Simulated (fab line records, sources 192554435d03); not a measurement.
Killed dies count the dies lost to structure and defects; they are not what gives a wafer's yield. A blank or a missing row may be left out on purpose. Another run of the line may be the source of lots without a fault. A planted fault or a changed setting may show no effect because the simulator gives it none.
Which of the tools did it? -- flow n5_finfet -- Sampling: 24 lots, 72 wafers, 6 of 1938 route steps

WHAT THE GAUGES SHOWED, per wafer
N5_BEOL_M5_INSPECT_13: inspects for defects (brightfield). Usual: raw_defect_count at 434, with a standard deviation of 97.
lot,measured,on,raw_defect_count,flag
L074,day 8 00:25,defect_inspect-01,341 340 326,
L075,day 8 01:05,defect_inspect-01,333 298 412,
L076,day 8 14:47,defect_inspect-01,554 488 500,
L077,day 8 17:31,defect_inspect-01,512 518 525,
L078,day 9 03:53,defect_inspect-02,306 542 360,
L080,day 9 06:59,defect_inspect-02,466 594 613,
L079,day 9 10:08,defect_inspect-01,381 401 382,
L081,day 9 16:58,defect_inspect-02,523 418 538,
L082,day 9 19:25,defect_inspect-01,407 499 453,
L083,day 10 09:17,defect_inspect-02,341 256 372,
L084,day 10 17:17,defect_inspect-01,452 382 450,
L086,day 10 20:37,defect_inspect-02,510 432 614,
L085,day 10 23:55,defect_inspect-02,509 519 697,
L087,day 11 09:48,defect_inspect-02,518 509 654,
L088,day 11 20:52,defect_inspect-02,392 440 434,
L089,day 11 20:53,defect_inspect-01,359 496 379,
L090,day 11 20:56,defect_inspect-01,286 390 315,
L091,day 12 12:42,defect_inspect-01,412 315 410,
L092,day 12 15:57,defect_inspect-02,366 449 677,
L093,day 12 19:56,defect_inspect-02,348 320 396,
L094,day 13 00:49,defect_inspect-02,505 321 364,
L095,day 13 04:31,defect_inspect-02,342 420 297,
L096,day 13 16:15,defect_inspect-01,482 353 465,
L097,day 13 17:53,defect_inspect-01,444 315 492,

N5_BEOL_M5_CD_MEAS_35: target cd 28 nm, target cd y 24 nm. Usual: cd_nm at 28.0 nm, with a standard deviation of 0.35.
lot,measured,on,cd_nm (nm),flag
L074,day 8 02:01,cd_sem-02,27.9 28.2 27.5,
L075,day 8 02:35,cd_sem-02,28.0 28.1 27.8,
L076,day 8 16:23,cd_sem-03,28.2 28.3 28.2,
L077,day 8 19:25,cd_sem-02,28.0 28.1 28.1,
L078,day 9 05:29,cd_sem-01,28.2 28.5 28.0,
L080,day 9 09:28,cd_sem-01,27.5 27.5 27.1,
L079,day 9 12:53,cd_sem-01,28.3 28.5 28.5,
L081,day 9 18:44,cd_sem-02,27.6 28.1 28.0,
L082,day 9 20:56,cd_sem-02,28.0 28.5 28.4,
L083,day 10 11:02,cd_sem-02,27.3 27.9 26.9,
L084,day 10 20:48,cd_sem-01,27.4 27.6 27.6,
L086,day 10 22:14,cd_sem-01,28.1 28.0 27.7,
L085,day 11 02:08,cd_sem-02,27.8 27.7 27.7,
L087,day 11 11:20,cd_sem-02,28.6 28.1 28.2,
L088,day 11 23:44,cd_sem-03,27.5 27.6 27.9,
L089,day 11 23:55,cd_sem-02,28.0 28.5 28.4,
L090,day 11 23:58,cd_sem-02,28.1 27.7 27.8,
L091,day 12 14:22,cd_sem-02,27.8 27.5 27.7,
L092,day 12 18:41,cd_sem-02,28.0 28.2 27.9,
L093,day 13 00:02,cd_sem-01,28.2 28.4 28.3,
L094,day 13 03:57,cd_sem-01,27.9 27.8 27.9,
L095,day 13 05:59,cd_sem-02,27.4 28.1 27.5,
L096,day 13 17:58,cd_sem-02,27.7 28.1 27.6,
L097,day 13 19:28,cd_sem-02,28.6 28.2 28.1,

EACH LOT AND THE TOOL THAT RAN IT (in order: tool; ch and the chambers of the sampled wafers; start)
lot,N5_BEOL_M4_HM_DEP_02,N5_BEOL_M4_SPUTTER_48,N5_BEOL_M4_ANNEAL_95,N5_BEOL_M5_CURE_79
L074,"pvd_sputter-03, day 7 10:19","pvd_sputter-01, day 7 18:26","pvd_sputter-01, day 7 20:04","uv_cure-03 ch 2, day 7 22:29"
L075,"pvd_sputter-01, day 7 10:29","pvd_sputter-03, day 7 18:58","pvd_sputter-03, day 7 20:35","uv_cure-01 ch 0, day 7 23:23"
L076,"pvd_sputter-02, day 8 00:49","pvd_sputter-01, day 8 08:47","pvd_sputter-01, day 8 10:25","uv_cure-03 ch 0, day 8 12:52"
L077,"pvd_sputter-03, day 8 01:37","pvd_sputter-01, day 8 11:38","pvd_sputter-01, day 8 13:15","uv_cure-02 ch 1, day 8 15:35"
L078,"pvd_sputter-02, day 8 17:16","pvd_sputter-03, day 8 22:05","pvd_sputter-03, day 8 23:43","uv_cure-03 ch 1, day 9 02:00"
L080,"pvd_sputter-02, day 8 19:56","pvd_sputter-01, day 9 01:20","pvd_sputter-01, day 9 02:58","uv_cure-02 ch 0, day 9 05:41"
L079,"pvd_sputter-02, day 8 23:33","pvd_sputter-01, day 9 04:52","pvd_sputter-01, day 9 06:29","uv_cure-01 ch 1, day 9 08:44"
L081,"pvd_sputter-01, day 9 06:52","pvd_sputter-02, day 9 10:25","pvd_sputter-02, day 9 12:02","uv_cure-02 ch 2, day 9 14:22"
L082,"pvd_sputter-01, day 9 09:17","pvd_sputter-03, day 9 14:11","pvd_sputter-03, day 9 15:48","uv_cure-02 ch 2, day 9 18:04"
L083,"pvd_sputter-01, day 9 18:39","pvd_sputter-01, day 10 03:45","pvd_sputter-01, day 10 05:22","uv_cure-03 ch 2, day 10 07:48"
L084,"pvd_sputter-03, day 10 01:48","pvd_sputter-02, day 10 11:08","pvd_sputter-02, day 10 12:46","uv_cure-03 ch 0, day 10 15:35"
L086,"pvd_sputter-02, day 10 08:46","pvd_sputter-02, day 10 14:35","pvd_sputter-02, day 10 16:12","uv_cure-03 ch 1, day 10 18:41"
L085,"pvd_sputter-02, day 10 13:55","pvd_sputter-01, day 10 17:29","pvd_sputter-01, day 10 19:06","uv_cure-03 ch 0, day 10 21:27"
L087,"pvd_sputter-03, day 10 19:51","pvd_sputter-02, day 11 03:43","pvd_sputter-02, day 11 05:20","uv_cure-02 ch 2, day 11 07:47"
L088,"pvd_sputter-01, day 10 23:35","pvd_sputter-03, day 11 11:22","pvd_sputter-03, day 11 12:59","uv_cure-03 ch 0, day 11 15:16"
L089,"pvd_sputter-03, day 11 02:16","pvd_sputter-03, day 11 14:28","pvd_sputter-03, day 11 16:05","uv_cure-03 ch 2, day 11 18:22"
L090,"pvd_sputter-03, day 11 10:23","pvd_sputter-02, day 11 14:44","pvd_sputter-02, day 11 16:22","uv_cure-01 ch 2, day 11 18:43"
L091,"pvd_sputter-01, day 11 23:15","pvd_sputter-02, day 12 06:47","pvd_sputter-02, day 12 08:25","uv_cure-02 ch 2, day 12 11:04"
L092,"pvd_sputter-02, day 12 00:29","pvd_sputter-03, day 12 10:04","pvd_sputter-03, day 12 11:41","uv_cure-02 ch 1, day 12 14:04"
L093,"pvd_sputter-02, day 12 05:49","pvd_sputter-02, day 12 13:38","pvd_sputter-02, day 12 15:15","uv_cure-01 ch 2, day 12 18:02"
L094,"pvd_sputter-01, day 12 11:54","pvd_sputter-01, day 12 16:23","pvd_sputter-01, day 12 18:01","uv_cure-01 ch 1, day 12 20:23"
L095,"pvd_sputter-03, day 12 15:29","pvd_sputter-01, day 12 21:56","pvd_sputter-01, day 12 23:33","uv_cure-01 ch 0, day 13 01:57"
L096,"pvd_sputter-01, day 13 00:19","pvd_sputter-01, day 13 09:36","pvd_sputter-01, day 13 11:13","uv_cure-02 ch 2, day 13 13:34"
L097,"pvd_sputter-01, day 13 00:25","pvd_sputter-02, day 13 12:53","pvd_sputter-02, day 13 14:31","uv_cure-03 ch 0, day 13 16:47"
- N5_BEOL_M4_HM_DEP_02: deposits TiN, target thk 20 nm.
- N5_BEOL_M4_SPUTTER_48: material Cu, target thk 4.5 nm, time 8.29 s.
- N5_BEOL_M4_ANNEAL_95: time 240 s.
- N5_BEOL_M5_CURE_79: cures SiCOH lowk, time 240 s.

WHAT THE TOOLS THEMSELVES READ (means of the sampled wafers that have a number; where no wafer has one, the mark that the record gives instead)
N5_BEOL_M4_HM_DEP_02. Usual: throttle_valve_pct at 29.9 %, with a standard deviation of 1.3.
lot,tool,throttle_valve_pct (%),flag
L074,pvd_sputter-03,31.3,
L075,pvd_sputter-01,31.1,
L076,pvd_sputter-02,29.5,
L077,pvd_sputter-03,30.9,
L078,pvd_sputter-02,30.0,
L080,pvd_sputter-02,29.5,
L079,pvd_sputter-02,29.6,
L081,pvd_sputter-01,29.8,
L082,pvd_sputter-01,29.9,
L083,pvd_sputter-01,29.7,
L084,pvd_sputter-03,30.9,
L086,pvd_sputter-02,28.5,
L085,pvd_sputter-02,28.5,
L087,pvd_sputter-03,29.9,
L088,pvd_sputter-01,29.8,
L089,pvd_sputter-03,30.7,
L090,pvd_sputter-03,30.1,
L091,pvd_sputter-01,30.3,
L092,pvd_sputter-02,28.8,
L093,pvd_sputter-02,28.8,
L094,pvd_sputter-01,29.9,
L095,pvd_sputter-03,30.1,
L096,pvd_sputter-01,30.3,
L097,pvd_sputter-01,30.3,

N5_BEOL_M4_SPUTTER_48. Usual: throttle_valve_pct at 29.8 %, with a standard deviation of 1.3.
lot,tool,throttle_valve_pct (%),flag
L074,pvd_sputter-01,30.6,
L075,pvd_sputter-03,30.2,
L076,pvd_sputter-01,31.0,
L077,pvd_sputter-01,30.3,
L078,pvd_sputter-03,29.9,
L080,pvd_sputter-01,29.8,
L079,pvd_sputter-01,30.4,
L081,pvd_sputter-02,28.3,
L082,pvd_sputter-03,30.6,
L083,pvd_sputter-01,29.7,
L084,pvd_sputter-02,29.5,
L086,pvd_sputter-02,28.5,
L085,pvd_sputter-01,30.5,
L087,pvd_sputter-02,29.7,
L088,pvd_sputter-03,30.8,
L089,pvd_sputter-03,31.4,
L090,pvd_sputter-02,28.0,
L091,pvd_sputter-02,29.7,
L092,pvd_sputter-03,30.8,
L093,pvd_sputter-02,28.5,
L094,pvd_sputter-01,29.9,
L095,pvd_sputter-01,29.9,
L096,pvd_sputter-01,30.0,
L097,pvd_sputter-02,29.3,

N5_BEOL_M4_ANNEAL_95. Usual: heater_power_w at 793 W, with a standard deviation of 56.
lot,tool,heater_power_w (W),flag
L074,pvd_sputter-01,803,
L075,pvd_sputter-03,840,
L076,pvd_sputter-01,806,
L077,pvd_sputter-01,788,
L078,pvd_sputter-03,749,
L080,pvd_sputter-01,811,
L079,pvd_sputter-01,784,
L081,pvd_sputter-02,777,
L082,pvd_sputter-03,810,
L083,pvd_sputter-01,806,
L084,pvd_sputter-02,773,
L086,pvd_sputter-02,774,
L085,pvd_sputter-01,816,
L087,pvd_sputter-02,768,
L088,pvd_sputter-03,764,
L089,pvd_sputter-03,886,
L090,pvd_sputter-02,775,
L091,pvd_sputter-02,751,
L092,pvd_sputter-03,839,
L093,pvd_sputter-02,753,
L094,pvd_sputter-01,793,
L095,pvd_sputter-01,841,
L096,pvd_sputter-01,841,
L097,pvd_sputter-02,793,

N5_BEOL_M5_CURE_79. Usual: lamp_power_pct 52.31 %, standard deviation 0.051; wafer_temp_C_max 386.7, standard deviation 0.61.
lot,tool,lamp_power_pct (%),wafer_temp_C_max,flag
L074,uv_cure-03,52.31,387.3,
L075,uv_cure-01,52.32,387.0,
L076,uv_cure-03,52.33,387.3,
L077,uv_cure-02,52.31,386.4,
L078,uv_cure-03,52.31,386.4,
L080,uv_cure-02,52.31,386.2,
L079,uv_cure-01,52.31,387.3,
L081,uv_cure-02,52.34,385.9,
L082,uv_cure-02,52.32,386.2,
L083,uv_cure-03,52.34,387.6,
L084,uv_cure-03,52.27,386.6,
L086,uv_cure-03,52.29,386.4,
L085,uv_cure-03,52.33,386.7,
L087,uv_cure-02,52.35,386.1,
L088,uv_cure-03,52.27,387.5,
L089,uv_cure-03,52.28,386.8,
L090,uv_cure-01,52.34,386.3,
L091,uv_cure-02,52.34,386.3,
L092,uv_cure-02,52.28,386.0,
L093,uv_cure-01,52.29,386.1,
L094,uv_cure-01,52.29,387.7,
L095,uv_cure-01,52.35,387.2,
L096,uv_cure-02,52.30,386.2,
L097,uv_cure-03,52.27,386.8,

THE ANSWER, worked out from the rows above alone
Rule: take the mean of a lot's wafers that have a number; if it is more than 3 standard deviations from the usual mean, the lot is off. A lot without any number at a reading at which 4 lots or more have one is off too. All remaining lots with rows at the step are treated as sound. Order of review: gauges by route order, followed by the tools' own readings, for which a lot's mean as printed above is used. At the first step where some lot is off, the reading lying furthest off is the one used; lots without a number count as furthest.
No lot is off on any of the readings shown, so nothing can be concluded from this.

WHAT THE SIMULATOR HAD INSERTED
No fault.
